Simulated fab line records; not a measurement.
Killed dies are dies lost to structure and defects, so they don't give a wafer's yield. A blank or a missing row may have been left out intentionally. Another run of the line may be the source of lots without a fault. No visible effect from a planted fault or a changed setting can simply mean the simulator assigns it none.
Split-lot experiment -- flow n5-finfet -- 39 wafers read across 7 lots, on a route 1938 steps long

## THE SPLIT
At N5_BEOL_M7_HM_DEP_02 (deposits TiN, target thk 20 nm), the setting target-thk-a was moved away from the recipe's 200 angstrom on 9 of the 39 wafers read, by -47.2% to +20.5%. The other wafers ran this setting at the recipe's value.

## FROM THE SPLIT TO THE READING: what the file shows between them, 4 steps
- N5_BEOL_M7_COAT_59: time 60 s, resist thk 100 nm
- N5_BEOL_M7_COAT_60: time 60 s, resist thk 35 nm
- N5_BEOL_M7_STRIP_68: strips in N2/H2
- N5_BEOL_M7_STRIP_67: strips in CF4

## THE READING
etch.depth-nm (the simulator's own value, which no gauge read), in nm, at N5_BEOL_M7_HM_OPEN_17 (chemistry Cl2/BCl3, target TiN, target depth 20 nm, overetch 6 nm). The file gives no usual value for it. Here, 30 wafers ran the recipe; their average is 20.07 nm with a standard deviation of 0.23 nm.

wafer,"tool, chamber at the split","target-thk-a as run, angstrom",against the recipe,"etch.depth-nm, nm",against lot-mates on the recipe
L080.1,"pvd-sputter-03, -",200,recipe,20.15,-
L080.2,"pvd-sputter-03, -",200,recipe,20.01,-
L080.3,"pvd-sputter-03, -",200,recipe,20.3,-
L080.4,"pvd-sputter-03, -",200,recipe,20.1,-
L080.5,"pvd-sputter-03, -",200,recipe,20.43,-
L080.6,"pvd-sputter-03, -",200,recipe,19.98,-
L081.1,"pvd-sputter-01, -",105.6,-47.2%,10.21,-9.57
L081.2,"pvd-sputter-01, -",200,recipe,19.7,-
L081.3,"pvd-sputter-01, -",200,recipe,19.92,-
L081.4,"pvd-sputter-01, -",105.6,-47.2%,10.46,-9.32
L081.5,"pvd-sputter-01, -",105.6,-47.2%,10.12,-9.66
L081.6,"pvd-sputter-01, -",200,recipe,19.71,-
L082.1,"pvd-sputter-03, -",200,recipe,20.55,-
L082.2,"pvd-sputter-03, -",200,recipe,20.45,-
L082.3,"pvd-sputter-03, -",200,recipe,20.17,-
L082.4,"pvd-sputter-03, -",200,recipe,20.24,-
L082.5,"pvd-sputter-03, -",200,recipe,20.15,-
L082.6,"pvd-sputter-03, -",200,recipe,20.33,-
L083.1,"pvd-sputter-01, -",200,recipe,19.94,-
L083.2,"pvd-sputter-01, -",200,recipe,19.98,-
L083.3,"pvd-sputter-01, -",200,recipe,19.87,-
L083.4,"pvd-sputter-01, -",200,recipe,19.75,-
L083.5,"pvd-sputter-01, -",200,recipe,19.75,-
L083.6,"pvd-sputter-01, -",200,recipe,20,-
L086.1,"pvd-sputter-01, -",147,-26.5%,14.71,-5.23
L086.2,"pvd-sputter-01, -",200,recipe,19.79,-
L086.3,"pvd-sputter-01, -",200,recipe,20.09,-
L086.4,"pvd-sputter-01, -",147,-26.5%,14.6,-5.34
L086.5,"pvd-sputter-01, -",200,recipe,19.94,-
L086.6,"pvd-sputter-01, -",147,-26.5%,14.77,-5.17
L085.1,"pvd-sputter-01, -",200,recipe,20.01,-
L085.5,"pvd-sputter-01, -",200,recipe,19.93,-
L085.6,"pvd-sputter-01, -",200,recipe,19.99,-
L089.1,"pvd-sputter-01, -",240.9,+20.5%,24.22,+3.94
L089.2,"pvd-sputter-01, -",200,recipe,20.34,-
L089.3,"pvd-sputter-01, -",200,recipe,20.39,-
L089.4,"pvd-sputter-01, -",200,recipe,20.12,-
L089.5,"pvd-sputter-01, -",240.9,+20.5%,24.27,+3.99
L089.6,"pvd-sputter-01, -",240.9,+20.5%,24.51,+4.23

THE FIT
A straight line over all 39 wafers: etch.depth-nm changes by +0.207 nm for each +1% of target-thk-a; r = +1.00; the points scatter about the line by 0.22 nm.
The same after taking each lot's own level away (the mean of its wafers on the recipe; 39 wafers): +0.2 nm for each +1%; r = +1.00; scatter 0.13 nm.
That fit puts the effect of the largest move of target-thk-a on the reading at 9.5 nm.
The span of the lots' own levels, 19.777 to 20.315 nm, comes to 2.4 times the standard deviation stated above.
So the lot-to-lot level changes the slope little: the two slopes agree.
Check: -9.43 nm against its lot-mates is what the line predicts for one of the wafers moved furthest among these (-47.2%) when that wafer is left out of the fit. Against them it came out at -9.57 nm.

## ADDITIONAL SPLITS CARRIED BY THESE WAFERS
Note: prior to the reading, these wafers also went through further splits. Each is held against what the fit with the lots' levels taken away leaves over:
other split on the same wafers,wafers away from the commonest value,r with etch.depth-nm (lot level and that fit taken away)
N5_BEOL_M4_TRENCH_ETCH_37 target-depth-a,18,+0.18

## THE WHOLE CHAIN: every reading that the file lists as answering this split, in the file's order
step,what it does,reading,change (the file's fit),r (the file's)
N5_BEOL_M7_HM_DEP_02,"deposits TiN, target thk 20 nm","TiN_of_BEOL_M7_HM_DEP_02.thk-nm (the simulator's own value, which no gauge read)",+0.2 nm for each +1% of the setting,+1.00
N5_BEOL_M7_HM_OPEN_17,"chemistry Cl2/BCl3, target TiN, target depth 20 nm, overetch 6 nm","etch.depth-nm (the simulator's own value, which no gauge read)",+0.2 nm for each +1% of the setting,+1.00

## THE FILE'S OWN FIT
etch.depth-nm changes by +0.2 nm for each +1% of target-thk-a, r = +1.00.
